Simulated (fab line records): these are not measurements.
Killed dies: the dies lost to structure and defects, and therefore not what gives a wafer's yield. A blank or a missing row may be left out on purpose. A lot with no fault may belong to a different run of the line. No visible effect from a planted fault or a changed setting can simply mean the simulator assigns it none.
Split-lot study :: flow n5-finfet :: 39 wafers read from 7 lots, route of 1938 steps

## THE SPLIT ITSELF
At N5_MIM_TOP_SPUTTER_03 (material TiN, target thk 35 nm, time 89.7 s), the setting target-thk-a was moved away from the recipe's 350 angstrom on 15 of the 39 wafers read, by -19.9% to +48.8%. This setting was run at the recipe's value on the other wafers.

The split's own step is where the reading is taken.

## THE READING
TiN_of_MIM_TOP_SPUTTER_03.thk-nm (the simulator's own value, which no gauge read), in nm, at N5_MIM_TOP_SPUTTER_03 (material TiN, target thk 35 nm, time 89.7 s). The file does not state a usual value for it. Average 35.1 nm, standard deviation 0.26 nm, over the 24 wafers here run with the recipe.

wafer: L080.1
tool, chamber at the split: pvd-sputter-02, -
target-thk-a as run, angstrom: 350
against the recipe: recipe
TiN_of_MIM_TOP_SPUTTER_03.thk-nm, nm: 35.4
against lot-mates on the recipe: -

wafer: L080.2
tool, chamber at the split: pvd-sputter-02, -
target-thk-a as run, angstrom: 350
against the recipe: recipe
TiN_of_MIM_TOP_SPUTTER_03.thk-nm, nm: 35
against lot-mates on the recipe: -

wafer: L080.3
tool, chamber at the split: pvd-sputter-02, -
target-thk-a as run, angstrom: 485.3
against the recipe: +38.7%
TiN_of_MIM_TOP_SPUTTER_03.thk-nm, nm: 48.2
against lot-mates on the recipe: +13.0

wafer: L080.4
tool, chamber at the split: pvd-sputter-02, -
target-thk-a as run, angstrom: 350
against the recipe: recipe
TiN_of_MIM_TOP_SPUTTER_03.thk-nm, nm: 35.2
against lot-mates on the recipe: -

wafer: L080.5
tool, chamber at the split: pvd-sputter-02, -
target-thk-a as run, angstrom: 485.3
against the recipe: +38.7%
TiN_of_MIM_TOP_SPUTTER_03.thk-nm, nm: 48.8
against lot-mates on the recipe: +13.6

wafer: L080.6
tool, chamber at the split: pvd-sputter-02, -
target-thk-a as run, angstrom: 485.3
against the recipe: +38.7%
TiN_of_MIM_TOP_SPUTTER_03.thk-nm, nm: 49
against lot-mates on the recipe: +13.8

wafer: L081.1
tool, chamber at the split: pvd-sputter-01, -
target-thk-a as run, angstrom: 350
against the recipe: recipe
TiN_of_MIM_TOP_SPUTTER_03.thk-nm, nm: 35
against lot-mates on the recipe: -

wafer: L081.5
tool, chamber at the split: pvd-sputter-01, -
target-thk-a as run, angstrom: 350
against the recipe: recipe
TiN_of_MIM_TOP_SPUTTER_03.thk-nm, nm: 35
against lot-mates on the recipe: -

wafer: L081.2
tool, chamber at the split: pvd-sputter-01, -
target-thk-a as run, angstrom: 350
against the recipe: recipe
TiN_of_MIM_TOP_SPUTTER_03.thk-nm, nm: 34.8
against lot-mates on the recipe: -

wafer: L081.3
tool, chamber at the split: pvd-sputter-01, -
target-thk-a as run, angstrom: 350
against the recipe: recipe
TiN_of_MIM_TOP_SPUTTER_03.thk-nm, nm: 35.2
against lot-mates on the recipe: -

wafer: L081.4
tool, chamber at the split: pvd-sputter-01, -
target-thk-a as run, angstrom: 350
against the recipe: recipe
TiN_of_MIM_TOP_SPUTTER_03.thk-nm, nm: 35.4
against lot-mates on the recipe: -

wafer: L081.6
tool, chamber at the split: pvd-sputter-01, -
target-thk-a as run, angstrom: 350
against the recipe: recipe
TiN_of_MIM_TOP_SPUTTER_03.thk-nm, nm: 35.4
against lot-mates on the recipe: -

wafer: L083.1
tool, chamber at the split: pvd-sputter-01, -
target-thk-a as run, angstrom: 350
against the recipe: recipe
TiN_of_MIM_TOP_SPUTTER_03.thk-nm, nm: 34.6
against lot-mates on the recipe: -

wafer: L083.2
tool, chamber at the split: pvd-sputter-01, -
target-thk-a as run, angstrom: 280.4
against the recipe: -19.9%
TiN_of_MIM_TOP_SPUTTER_03.thk-nm, nm: 27.8
against lot-mates on the recipe: -7.0

wafer: L083.3
tool, chamber at the split: pvd-sputter-01, -
target-thk-a as run, angstrom: 280.4
against the recipe: -19.9%
TiN_of_MIM_TOP_SPUTTER_03.thk-nm, nm: 27.6
against lot-mates on the recipe: -7.2

wafer: L083.4
tool, chamber at the split: pvd-sputter-01, -
target-thk-a as run, angstrom: 350
against the recipe: recipe
TiN_of_MIM_TOP_SPUTTER_03.thk-nm, nm: 35
against lot-mates on the recipe: -

wafer: L083.5
tool, chamber at the split: pvd-sputter-01, -
target-thk-a as run, angstrom: 280.4
against the recipe: -19.9%
TiN_of_MIM_TOP_SPUTTER_03.thk-nm, nm: 27.4
against lot-mates on the recipe: -7.4

wafer: L083.6
tool, chamber at the split: pvd-sputter-01, -
target-thk-a as run, angstrom: 350
against the recipe: recipe
TiN_of_MIM_TOP_SPUTTER_03.thk-nm, nm: 34.8
against lot-mates on the recipe: -

wafer: L086.2
tool, chamber at the split: pvd-sputter-01, -
target-thk-a as run, angstrom: 350
against the recipe: recipe
TiN_of_MIM_TOP_SPUTTER_03.thk-nm, nm: 35.4
against lot-mates on the recipe: -

wafer: L086.3
tool, chamber at the split: pvd-sputter-01, -
target-thk-a as run, angstrom: 350
against the recipe: recipe
TiN_of_MIM_TOP_SPUTTER_03.thk-nm, nm: 35
against lot-mates on the recipe: -

wafer: L086.5
tool, chamber at the split: pvd-sputter-01, -
target-thk-a as run, angstrom: 350
against the recipe: recipe
TiN_of_MIM_TOP_SPUTTER_03.thk-nm, nm: 35.6
against lot-mates on the recipe: -

wafer: L091.1
tool, chamber at the split: pvd-sputter-02, -
target-thk-a as run, angstrom: 350
against the recipe: recipe
TiN_of_MIM_TOP_SPUTTER_03.thk-nm, nm: 35.4
against lot-mates on the recipe: -

wafer: L091.2
tool, chamber at the split: pvd-sputter-02, -
target-thk-a as run, angstrom: 520.9
against the recipe: +48.8%
TiN_of_MIM_TOP_SPUTTER_03.thk-nm, nm: 52.4
against lot-mates on the recipe: +17.3

wafer: L091.3
tool, chamber at the split: pvd-sputter-02, -
target-thk-a as run, angstrom: 350
against the recipe: recipe
TiN_of_MIM_TOP_SPUTTER_03.thk-nm, nm: 34.8
against lot-mates on the recipe: -

wafer: L091.4
tool, chamber at the split: pvd-sputter-02, -
target-thk-a as run, angstrom: 350
against the recipe: recipe
TiN_of_MIM_TOP_SPUTTER_03.thk-nm, nm: 35.2
against lot-mates on the recipe: -

wafer: L091.5
tool, chamber at the split: pvd-sputter-02, -
target-thk-a as run, angstrom: 520.9
against the recipe: +48.8%
TiN_of_MIM_TOP_SPUTTER_03.thk-nm, nm: 51.8
against lot-mates on the recipe: +16.7

wafer: L091.6
tool, chamber at the split: pvd-sputter-02, -
target-thk-a as run, angstrom: 520.9
against the recipe: +48.8%
TiN_of_MIM_TOP_SPUTTER_03.thk-nm, nm: 52.2
against lot-mates on the recipe: +17.1

wafer: L089.1
tool, chamber at the split: pvd-sputter-03, -
target-thk-a as run, angstrom: 350
against the recipe: recipe
TiN_of_MIM_TOP_SPUTTER_03.thk-nm, nm: 34.6
against lot-mates on the recipe: -

wafer: L089.2
tool, chamber at the split: pvd-sputter-03, -
target-thk-a as run, angstrom: 350
against the recipe: recipe
TiN_of_MIM_TOP_SPUTTER_03.thk-nm, nm: 35
against lot-mates on the recipe: -

wafer: L089.3
tool, chamber at the split: pvd-sputter-03, -
target-thk-a as run, angstrom: 447.1
against the recipe: +27.7%
TiN_of_MIM_TOP_SPUTTER_03.thk-nm, nm: 44.8
against lot-mates on the recipe: +9.9

wafer: L089.6
tool, chamber at the split: pvd-sputter-03, -
target-thk-a as run, angstrom: 447.1
against the recipe: +27.7%
TiN_of_MIM_TOP_SPUTTER_03.thk-nm, nm: 44.8
against lot-mates on the recipe: +9.9

wafer: L089.4
tool, chamber at the split: pvd-sputter-03, -
target-thk-a as run, angstrom: 350
against the recipe: recipe
TiN_of_MIM_TOP_SPUTTER_03.thk-nm, nm: 35.2
against lot-mates on the recipe: -

wafer: L089.5
tool, chamber at the split: pvd-sputter-03, -
target-thk-a as run, angstrom: 447.1
against the recipe: +27.7%
TiN_of_MIM_TOP_SPUTTER_03.thk-nm, nm: 44.6
against lot-mates on the recipe: +9.7

wafer: L096.1
tool, chamber at the split: pvd-sputter-03, -
target-thk-a as run, angstrom: 408.6
against the recipe: +16.7%
TiN_of_MIM_TOP_SPUTTER_03.thk-nm, nm: 40.4
against lot-mates on the recipe: +5.4

wafer: L096.2
tool, chamber at the split: pvd-sputter-03, -
target-thk-a as run, angstrom: 350
against the recipe: recipe
TiN_of_MIM_TOP_SPUTTER_03.thk-nm, nm: 35
against lot-mates on the recipe: -

wafer: L096.5
tool, chamber at the split: pvd-sputter-03, -
target-thk-a as run, angstrom: 350
against the recipe: recipe
TiN_of_MIM_TOP_SPUTTER_03.thk-nm, nm: 35
against lot-mates on the recipe: -

wafer: L096.6
tool, chamber at the split: pvd-sputter-03, -
target-thk-a as run, angstrom: 350
against the recipe: recipe
TiN_of_MIM_TOP_SPUTTER_03.thk-nm, nm: 35
against lot-mates on the recipe: -

wafer: L096.3
tool, chamber at the split: pvd-sputter-03, -
target-thk-a as run, angstrom: 408.6
against the recipe: +16.7%
TiN_of_MIM_TOP_SPUTTER_03.thk-nm, nm: 41
against lot-mates on the recipe: +6.0

wafer: L096.4
tool, chamber at the split: pvd-sputter-03, -
target-thk-a as run, angstrom: 408.6
against the recipe: +16.7%
TiN_of_MIM_TOP_SPUTTER_03.thk-nm, nm: 40.8
against lot-mates on the recipe: +5.8

FIT RESULTS
A straight line over all 39 wafers: TiN_of_MIM_TOP_SPUTTER_03.thk-nm changes by +0.353 nm for each +1% of target-thk-a; r = +1.00; the points scatter about the line by 0.29 nm.
The same after taking each lot's own level away (the mean of its wafers on the recipe; 39 wafers): +0.35 nm for each +1%; r = +1.00; scatter 0.24 nm.
That fit puts the effect of the largest move of target-thk-a on the reading at 17 nm.
The span of the lots' own levels, 34.80 to 35.33 nm, comes to 2.1 times the standard deviation stated above.
The two slopes agree, so the slope changes little with the lot-to-lot level.
Check: for one of the wafers moved furthest among these (+48.8%), held out of the fit, the line's prediction against its lot-mates is +17 nm. Against them it came out at +17.3 nm.

## THE OTHER SPLITS THESE WAFERS WENT THROUGH
These wafers also went through other splits before the reading. Each is held against what the fit with the lots' levels taken away leaves over:
other split on the same wafers: N5_BEOL_M14_SPUTTER_43 target-thk-a
wafers away from the commonest value: 15
r with TiN_of_MIM_TOP_SPUTTER_03.thk-nm (lot level and that fit taken away): +0.15

## THE FILE'S OWN FIT
TiN_of_MIM_TOP_SPUTTER_03.thk-nm changes by +0.35 nm for each +1% of target-thk-a, r = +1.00.
